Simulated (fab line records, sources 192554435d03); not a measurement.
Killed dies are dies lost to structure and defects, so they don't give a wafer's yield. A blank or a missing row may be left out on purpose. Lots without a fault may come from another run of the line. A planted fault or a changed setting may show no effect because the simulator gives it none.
Which tool did it? | flow n5_finfet | 13 lots, 38 wafers sampled, at 4 steps of a route of 1938

WHAT THE GAUGES READ, wafer by wafer
N5_ILD0_THK_MEAS_13. Usual: thk_nm 17.9 nm, standard deviation 1.4.
lot  | measured    | on            | thk_nm (nm)    | flag
L623 | day 3 18:23 | film_metro-01 | 20.0 19.9 18.3 |
L626 | day 4 11:47 | film_metro-01 | 18.9 18.8 18.8 |
L628 | day 4 23:13 | film_metro-01 | 18.0 17.3      |
L631 | day 5 21:33 | film_metro-01 | 15.8 17.4 16.8 |
L632 | day 6 00:38 | film_metro-01 | 18.0 19.4 15.5 |
L633 | day 6 10:14 | film_metro-01 | 17.0 15.4 17.4 |
L634 | day 6 10:49 | film_metro-01 | 17.8 16.4 18.7 |
L636 | day 7 00:31 | film_metro-01 | 18.1 17.1 17.3 |
L637 | day 7 04:34 | film_metro-02 | 17.7 19.3 19.8 |
L638 | day 7 10:58 | film_metro-02 | 20.2 14.5 19.4 |
L643 | day 8 17:28 | film_metro-02 | 17.7 19.4 19.2 |
L644 | day 9 03:59 | film_metro-01 | 17.4 16.7 18.3 |
L646 | day 9 15:46 | film_metro-01 | 17.4 19.7 18.1 |

N5_SDB_INSPECT_13: inspects for defects (brightfield). Usual: raw_defect_count 69, standard deviation 30.
lot  | measured    | on                | raw_defect_count | flag
L623 | day 3 18:50 | defect_inspect-01 | 40 55 36         |
L626 | day 4 12:21 | defect_inspect-02 | 52 42 34         |
L628 | day 4 23:46 | defect_inspect-01 | 74 107           |
L631 | day 5 21:59 | defect_inspect-01 | 50 44 77         |
L632 | day 6 01:13 | defect_inspect-02 | 90 59 90         |
L633 | day 6 10:41 | defect_inspect-02 | 70 42 61         |
L634 | day 6 11:15 | defect_inspect-01 | 37 85 69         |
L636 | day 7 00:57 | defect_inspect-02 | 172 70 50        |
L637 | day 7 05:01 | defect_inspect-02 | 75 38 28         |
L638 | day 7 11:25 | defect_inspect-01 | 48 47 39         |
L643 | day 8 17:54 | defect_inspect-02 | 29 54 69         |
L644 | day 9 04:34 | defect_inspect-01 | 95 155 72        |
L646 | day 9 16:13 | defect_inspect-02 | 46 41 25         |

WHICH TOOL RAN EACH LOT (tool, then ch and the chambers of the sampled wafers, then the start)
lot  | N5_ILD0_LINER_00                 | N5_SDB_COAT_03
L623 | ald_sin-04 ch 0,1,2, day 3 11:58 | litho_track-05 ch 0, day 3 18:32
L626 | ald_sin-02 ch 1,3, day 4 05:34   | litho_track-05 ch 0, day 4 11:56
L628 | ald_sin-01 ch 0,3, day 4 17:01   | litho_track-04 ch 0, day 4 23:21
L631 | ald_sin-02 ch 0,1,2, day 5 15:04 | litho_track-01 ch 0, day 5 21:42
L632 | ald_sin-02 ch 1,2,3, day 5 17:46 | litho_track-05 ch 0, day 6 00:47
L633 | ald_sin-04 ch 0,2,3, day 6 04:14 | litho_track-05 ch 0, day 6 10:22
L634 | ald_sin-01 ch 0,1,2, day 6 04:23 | litho_track-04 ch 0, day 6 10:57
L636 | ald_sin-04 ch 0,2,3, day 6 17:42 | litho_track-01 ch 0, day 7 00:40
L637 | ald_sin-04 ch 0,2, day 6 22:23   | litho_track-01 ch 0, day 7 04:43
L638 | ald_sin-04 ch 2,3, day 7 04:37   | litho_track-01 ch 0, day 7 11:07
L643 | ald_sin-01 ch 2,3, day 8 10:49   | litho_track-05 ch 0, day 8 17:36
L644 | ald_sin-02 ch 0,3, day 8 21:25   | litho_track-05 ch 0, day 9 04:08
L646 | ald_sin-04 ch 0,2, day 9 08:21   | litho_track-01 ch 0, day 9 15:55
- N5_ILD0_LINER_00: material SiNx, target thk 4 nm, pulse time 1 s, purge time 2 s.
- N5_SDB_COAT_03: time 60 s, resist thk 100 nm.

WHAT THE TOOLS THEMSELVES READ (means of the sampled wafers that have a number; where no wafer has one, the mark that the record gives instead)
N5_ILD0_LINER_00. Usual: heater_power_w 832 W, standard deviation 49; precursor_pulse_height_rel 1.000, standard deviation 0.019.
lot  | tool       | heater_power_w (W) | precursor_pulse_height_rel | flag
L623 | ald_sin-04 | 796                | 0.996                      |
L626 | ald_sin-02 | 894                | 0.990                      |
L628 | ald_sin-01 | 867                | 0.978                      |
L631 | ald_sin-02 | 814                | 1.010                      |
L632 | ald_sin-02 | 839                | 1.003                      |
L633 | ald_sin-04 | 812                | 0.989                      |
L634 | ald_sin-01 | 846                | 1.002                      |
L636 | ald_sin-04 | 815                | 1.005                      |
L637 | ald_sin-04 | 776                | 1.006                      |
L638 | ald_sin-04 | 795                | 1.003                      |
L643 | ald_sin-01 | 857                | 1.007                      |
L644 | ald_sin-02 | 828                | 1.004                      |
L646 | ald_sin-04 | 794                | 1.009                      |

N5_SDB_COAT_03. Usual: chill_plate_temp_C 23.00 C, standard deviation 0.12; heater_power_total_W 500.3 W, standard deviation 1.8; plate_temp_C 250.01 C, standard deviation 0.17.
lot  | tool           | chill_plate_temp_C (C) | heater_power_total_W (W) | plate_temp_C (C) | flag
L623 | litho_track-05 | 22.87                  | 501.7                    | 250.12           |
L626 | litho_track-05 | 22.98                  | 500.3                    | 249.98           |
L628 | litho_track-04 | 22.97                  | 499.0                    | 250.03           |
L631 | litho_track-01 | 23.10                  | 498.8                    | 249.83           |
L632 | litho_track-05 | 23.09                  | 500.1                    | 250.09           |
L633 | litho_track-05 | 23.03                  | 499.5                    | 250.15           |
L634 | litho_track-04 | 22.89                  | 500.8                    | 250.11           |
L636 | litho_track-01 | 23.08                  | 501.1                    | 250.05           |
L637 | litho_track-01 | 23.27                  | 498.7                    | 249.92           |
L638 | litho_track-01 | 22.98                  | 501.8                    | 249.94           |
L643 | litho_track-05 | 22.91                  | 523.5                    | 259.91           | OFF
L644 | litho_track-05 | 22.77                  | 526.3                    | 259.81           | OFF
L646 | litho_track-01 | 22.93                  | 498.9                    | 250.04           |

THE ANSWER, worked out from the rows above alone
Rule: a lot is off if the mean of its wafers that have a number lies more than 3 standard deviations from the usual mean. A lot without any number at a reading at which 4 lots or more have one is off too. The other lots that the step has rows for count as sound. The gauges are gone through in route order, then the tools' own readings, and for those a lot's mean is taken as printed above. The first step at which some lot is off is used, and at that step the reading that is off furthest; a lot without a number counts as furthest.
Off: L643, L644, at N5_SDB_COAT_03 (plate_temp_C).
A tool fits if, at that step or a process step before it, it ran every lot that is off, and no sound lot after the first of them. One fits: litho_track-05 at N5_SDB_COAT_03. Its last sound lot is L633 (day 6 10:22), its first lot that is off L643 (day 8 17:36): a fault that began between those two fits.
The tool's own readings at N5_SDB_COAT_03 bear it out: on the lots that are off they differ by more than 5 times the standard deviation of the sound lots' means. heater_power_total_W reads 524.9 W there against 500.1 W on the sound lots; plate_temp_C reads 259.86 C there against 250.02 C on the sound lots.

WHAT THE SIMULATOR HAD PUT IN
Process parameter drift: litho_track-05, from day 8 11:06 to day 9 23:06, at N5_SDB_COAT_03. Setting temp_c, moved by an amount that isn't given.
Lots struck among those shown: L643, L644. The rule above found the same.
